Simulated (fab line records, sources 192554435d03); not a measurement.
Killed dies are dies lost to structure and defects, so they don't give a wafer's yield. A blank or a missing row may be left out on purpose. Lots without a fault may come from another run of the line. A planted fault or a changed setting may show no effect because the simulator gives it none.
fab line records | flow n5_finfet
record lots=12 wafers=35 last_day=18
route steps=1938 shown BEOL_M12@1613
lots that met no fault: from a run of the same line without faults
start_h: hours from the record's first day to the start of the lot's first wafer shown | wait_h: hours since the lot's step before | " the same as in the row above | L1.1+2: a row that stands for several wafers | - no value, or no start given | * or withheld: withheld | < > ~ a bound
route shown NAME@n: a module of which the file shows steps, and the number in the route of the first | usual: mean/standard deviation of fault-free wafers | same: alike in all rows | chamber/n: place in a boat | sites: the reading at each site | _std_site: their standard deviation | _edge_site: outer sites' mean less inner sites' | radius_mm: how far each site lies from the wafer's centre | mask NAME#n: copy n | behind: the tool/chamber that last shaped the wafer | hold: why the lot was held/for how many hours/how that ended | device: the transistor (n, p or np) that didn't switch | end of line: the same wafers' tests at the end of the route | a step without rows: its recipe alone | killed: dies lost to structure and defects at the first sort, not the wafer's yield | map: a wafer's dies, x killed, . not, _ none there
set.NAME: the setting as run; set.NAME@STEP: as run at that earlier step | model.NAME: the simulator's own value behind a step, which no gauge read
steps of the route over a sample of lots; a table a step, a row a wafer
services: from which hour (start_h, from the record's first day; less than 0 if before it) a tool's chamber was out of use, for how many hours, and why
## steps
# step N5_BEOL_M12_OVL_MEAS_11
# recipe points_per_wafer=44
# usual V11_OVL=4/5.6
# columns lot.wafer tool chamber start_h wait_h V11_OVL[nm]
L801.1 overlay-02 0 252.57 0.0 6
L801.3 " 0 " " 4
L801.5 " 0 " " 9
L800.3 overlay-02 0 271.69 0.0 4
L800.5 " 0 " " 0
L800.6 " 0 " " 4
L802.1 overlay-02 0 278.69 0.0 3
L802.5 " 0 " " 0
L802.6 " 0 " " 14
L808.1 overlay-02 0 292.73 0.0 8
L808.2 " 0 " " 8
L808.5 " 0 " " 12
L804.2 overlay-02 0 299.06 0.0 1
L804.4 " 0 " " -2
L804.6 " 0 " " 1
L805.1 overlay-02 0 305.66 0.0 15
L805.2 " 0 " " 4
L805.5 " 0 " " 7
L806.1 overlay-02 0 306.08 0.0 -1
L806.2 " 0 " " -1
L806.5 " 0 " " -1
L812.3 overlay-02 0 323.45 0.0 8
L812.5 " 0 " " 5
L815.1 overlay-02 0 341.30 0.0 12
L815.4 " 0 " " 14
L815.5 " 0 " " 18
L817.1 overlay-02 0 362.24 0.0 1
L817.4 " 0 " " 7
L817.5 " 0 " " 1
L818.1 overlay-01 0 365.44 0.0 0
L818.4 " 0 " " -5
L818.6 " 0 " " 1
L822.2 overlay-02 0 397.87 0.0 -5
L822.4 " 0 " " -4
L822.6 " 0 " " -3
# step N5_BEOL_M12_CD_MEAS_28
# recipe target_cd_nm=160.2 landing_energy_ev=500 detector=se_inlens polarity=opening
# usual cd_nm=160.1/0.99
# same landing_energy_ev=500
# columns lot.wafer tool chamber start_h wait_h cd_nm
L801.1 cd_sem-01 0 253.44 - 159.2
L801.3 " 0 " " 159.5
L801.5 " 0 " " 158.7
L800.3 cd_sem-01 0 272.70 - 160.7
L800.5 " 0 " " 159.0
L800.6 " 0 " " 160.9
L802.1 cd_sem-01 0 279.56 - 160.3
L802.5 " 0 " " 159.5
L802.6 " 0 " " 160.8
L808.1 cd_sem-01 0 293.61 - 159.9
L808.2 " 0 " " 158.7
L808.5 " 0 " " 158.8
L804.2 cd_sem-02 0 300.11 - 160.1
L804.4 " 0 " " 159.9
L804.6 " 0 " " 159.5
L805.1 cd_sem-02 0 306.67 - 160.8
L805.2 " 0 " " 162.3
L805.5 " 0 " " 160.7
L806.1 cd_sem-01 0 306.96 - 159.0
L806.2 " 0 " " 159.1
L806.5 " 0 " " 159.4
L812.3 cd_sem-03 0 324.45 - 159.7
L812.5 " 0 " " 160.9
L815.1 cd_sem-03 0 342.31 - 159.8
L815.4 " 0 " " 159.4
L815.5 " 0 " " 160.8
L817.1 cd_sem-02 0 363.43 - 161.7
L817.4 " 0 " " 161.7
L817.5 " 0 " " 162.9
L818.1 cd_sem-01 0 366.31 - 161.4
L818.4 " 0 " " 160.6
L818.6 " 0 " " 162.0
L822.2 cd_sem-03 0 398.89 - 159.7
L822.4 " 0 " " 159.8
L822.6 " 0 " " 158.1
# step N5_BEOL_M12_ETCH_38
# recipe chemistry=CF4/N2 target=SiCN target_depth_a=687 taper_deg=2 time_s=73.4 ion_energy_ev=150 mask_material=SiO2 pressure_mtorr=40 source_w=430 bias_w=70 Ar_flow_sccm=100 cf4_flow_sccm=60 n2_flow_sccm=60
# usual drypump_motor_current_A=5.7/0.4 n2_flow_sccm=59.98/0.17 oes_product_au=0.81/0.081 rf_vpp_V=383.0/1.9 showerhead_plenum_p_Torr=2.23/0.071 throttle_valve_pct=15.47/0.27
# columns lot.wafer tool chamber start_h wait_h drypump_motor_current_A n2_flow_sccm oes_product_au rf_hours_counter_h rf_vpp_V showerhead_plenum_p_Torr throttle_valve_pct
L801.1 rie_diel-03 2 257.17 - 5.7 60.12 0.77 132 385.8 2.30 15.62
L801.3 " 1 " " 5.8 59.67 0.85 60 385.2 2.33 15.16
L801.5 " 3 " " 5.1 59.91 0.68 - 378.2 2.09 15.69
L800.3 rie_diel-01 0 275.79 - 5.5 59.65 0.83 68 379.4 2.15 15.72
L800.5 " 0 " " 5.5 60.11 0.84 - 380.3 2.15 15.74
L800.6 " 3 " " 6.1 59.96 0.86 - 381.3 2.15 15.02
L802.1 rie_diel-06 2 280.80 - 6.9 59.98 0.71 215 382.2 2.19 15.96
L802.5 " 0 " " 5.8 60.07 0.74 - 381.3 2.20 15.59
L802.6 " 2 " " 6.8 60.03 0.72 - 381.9 2.19 15.96
L808.1 rie_diel-06 0 295.19 - 5.8 60.09 0.72 178 381.7 2.20 15.62
L808.2 " 2 " " 6.8 59.83 0.70 221 381.3 2.18 15.99
L808.5 " 2 " " 6.8 60.01 0.71 - 382.0 2.18 15.99
L804.2 rie_diel-03 2 303.24 - 5.7 60.04 0.76 150 385.1 2.29 15.64
L804.4 " 1 " " 5.8 60.00 0.83 78 385.2 2.32 15.18
L804.6 " 2 " " 5.6 60.05 0.76 - 384.1 2.29 15.67
L805.1 rie_diel-03 1 308.13 - 5.8 59.99 0.83 80 384.8 2.32 15.18
L805.2 " 0 " " 6.0 59.92 0.96 11 383.4 2.26 15.38
L805.5 " 3 " " 5.1 60.02 0.97 - 386.6 2.35 15.23
L806.1 rie_diel-06 0 311.10 - 5.8 59.79 0.72 185 383.3 2.20 15.62
L806.2 " 1 " " 5.8 60.21 0.80 122 380.7 2.13 15.73
L806.5 " 0 " " 5.8 59.85 0.72 - 382.7 2.20 15.63
L812.3 rie_diel-03 3 325.36 - 5.1 59.98 0.96 9 385.5 2.35 15.23
L812.5 " 0 " " 6.0 59.84 1.18 - 384.0 2.26 15.39
L815.1 rie_diel-03 3 345.49 - 5.1 60.33 0.92 18 384.9 2.34 15.24
L815.4 " 1 " " 5.8 60.31 1.00 94 384.9 2.32 15.25
L815.5 " 3 " " 5.1 60.32 1.15 - 386.2 2.35 15.26
L817.1 rie_diel-01 0 368.67 - 5.5 59.93 0.80 101 380.7 2.14 15.79
L817.4 " 3 " " 6.1 59.82 0.81 - 379.9 2.14 15.10
L817.5 " 0 " " 5.5 59.95 0.79 - 380.1 2.14 15.80
L818.1 rie_diel-01 3 368.99 - 6.1 59.82 0.81 72 381.8 2.14 15.10
L818.4 " 3 " " 6.1 59.82 0.81 - 382.1 2.14 15.08
L818.6 " 0 " " 5.5 59.91 0.79 - 380.1 2.14 15.77
L822.2 rie_diel-01 1 401.09 - 5.5 59.91 0.75 189 382.4 2.20 15.25
L822.4 " 0 " " 5.5 60.09 0.78 115 381.1 2.14 15.81
L822.6 " 3 " " 6.1 59.85 0.79 - 381.6 2.14 15.13
# step N5_BEOL_M12_PRE_CLEAN_42
# recipe gas=H2/He time_s=30 temp_c=250
# usual heater_power_w=310/28
# columns lot.wafer tool chamber start_h wait_h heater_power_w
L801.1 pvd_sputter-03 - 257.70 0.0 302
L801.3 " - " " 330
L801.5 " - " " 350
L800.3 pvd_sputter-01 - 276.35 0.0 300
L800.5 " - " " 304
L800.6 " - " " 245
L802.1 pvd_sputter-02 - 281.30 0.0 309
L802.5 " - " " 342
L802.6 " - " " 311
L808.1 pvd_sputter-01 - 295.82 0.0 288
L808.2 " - " " 297
L808.5 " - " " 308
L804.2 pvd_sputter-02 - 303.69 0.0 346
L804.4 " - " " 358
L804.6 " - " " 355
L805.1 pvd_sputter-03 - 308.78 0.0 327
L805.2 " - " " 296
L805.5 " - " " 330
L806.1 pvd_sputter-03 - 311.34 0.0 332
L806.2 " - " " 344
L806.5 " - " " 335
L812.3 pvd_sputter-01 - 326.04 0.0 308
L812.5 " - " " 299
L815.1 pvd_sputter-01 - 345.87 0.0 299
L815.4 " - " " 284
L815.5 " - " " 284
L817.1 pvd_sputter-01 - 369.11 0.0 254
L817.4 " - " " 299
L817.5 " - " " 313
L818.1 pvd_sputter-03 - 369.52 0.0 294
L818.4 " - " " 351
L818.6 " - " " 314
L822.2 pvd_sputter-01 - 401.58 0.0 297
L822.4 " - " " 295
L822.6 " - " " 307
## services
# columns tool chamber start_h hours kind
rie_diel-01 1 247.05 2.6 repair
rie_diel-03 3 247.54 9.3 repair
rie_diel-03 0 259.40 - clean
rie_diel-03 0 259.40 - consumable_replace:focus_ring
rie_diel-03 0 259.40 20.5 scheduled_down
rie_diel-03 0 259.40 20.5 vent_cycle
rie_diel-03 - 267.25 1.6 repair
rie_diel-03 3 279.88 - clean
rie_diel-03 3 279.88 - consumable_replace:focus_ring
rie_diel-03 3 279.88 - consumable_replace:showerhead
rie_diel-03 3 279.88 20.9 scheduled_down
rie_diel-03 3 279.88 20.9 vent_cycle
rie_diel-03 2 330.71 4.4 repair
rie_diel-01 2 357.51 - clean
rie_diel-01 2 357.51 - consumable_replace:focus_ring
rie_diel-01 2 357.51 16.1 scheduled_down
rie_diel-01 2 357.51 16.1 vent_cycle
rie_diel-06 - 370.27 2.8 pm
rie_diel-06 2 379.23 - clean
rie_diel-06 2 379.23 - consumable_replace:esc
rie_diel-06 2 379.23 - consumable_replace:focus_ring
rie_diel-06 1 389.46 5.7 repair
rie_diel-03 3 390.81 4.9 repair
pvd_sputter-01 - 397.33 2.9 repair
## key
first_sign step=N5_BEOL_M12_ETCH_38 reading=oes_product_au direction=up sigmas=3.8 usual=0.81 struck=1.11
effect none on later readings
met_at N5_BEOL_M12_ETCH_38
struck_lots L812,L815
struck_wafers L812.5,L815.4,L815.5
not_acting_at N5_BEOL_M12_OVL_MEAS_11,N5_BEOL_M12_CD_MEAS_28,N5_BEOL_M12_PRE_CLEAN_42
onset_between 308.13 325.36
fault kind=process_parameter_drift tool=rie_diel-03 chamber=- onset_h=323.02 steps=N5_BEOL_M12_ETCH_38 channel=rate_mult offset=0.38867 shape=step end_h=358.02 scope=struck_wafers_only
